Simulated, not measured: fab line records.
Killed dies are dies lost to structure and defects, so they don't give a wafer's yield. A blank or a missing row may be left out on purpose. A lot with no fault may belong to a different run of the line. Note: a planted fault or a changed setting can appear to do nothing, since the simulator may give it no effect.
Matching of chambers	flow nandHarc	pecvd-03 running NHARC_A_CONTACT_DEP_29: 3 sister chambers
The step deposits SiON, target thk 70 nm. 6 wafers are shown with their chamber, then 9 later ones without.

WAFERS, EACH WITH ITS CHAMBER
wafer	chamber	heaterPowerW (W)
L084.4	1	836
L084.5	0	791
L084.6	2	697
L086.1	2	653
L086.2	0	869
L086.4	1	831

WAFERS MISSING THEIR CHAMBER
wafer	heaterPowerW (W)
L091.1	825
L091.3	624
L091.4	820
L095.1	734
L095.2	725
L095.4	736
L097.3	814
L097.5	674
L097.6	729

WHICH CHAMBER EACH WENT THROUGH
wafer	from the rows above	in truth
L091.1	can't be placed: 0 or 1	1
L091.3	2	2
L091.4	can't be placed: 0 or 1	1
L095.1	can't be placed: 2 or 0 or 1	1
L095.2	can't be placed: 2 or 0 or 1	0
L095.4	can't be placed: 2 or 0 or 1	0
L097.3	can't be placed: 0 or 1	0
L097.5	2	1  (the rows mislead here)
L097.6	can't be placed: 2 or 0 or 1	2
1 of 9 placed correctly. Not placeable from these rows: 7 (in 7, the candidates include the true chamber). Number placed wrongly: 1.
How it was worked out, from the rows above alone: a wafer's distance from a chamber is the root of the sum, over the readings, of the square of ((its reading less the chamber's mean) divided by the reading's scatter). If the next closest chamber is less than 2 further off than the closest, the wafer can't be placed; otherwise it belongs to the closest. Each chamber's mean is taken over the wafers shown for it. The scatter is the square root of a quotient: the sum, over the shown wafers, of each reading's squared deviation from its chamber's mean, divided by wafers minus chambers.
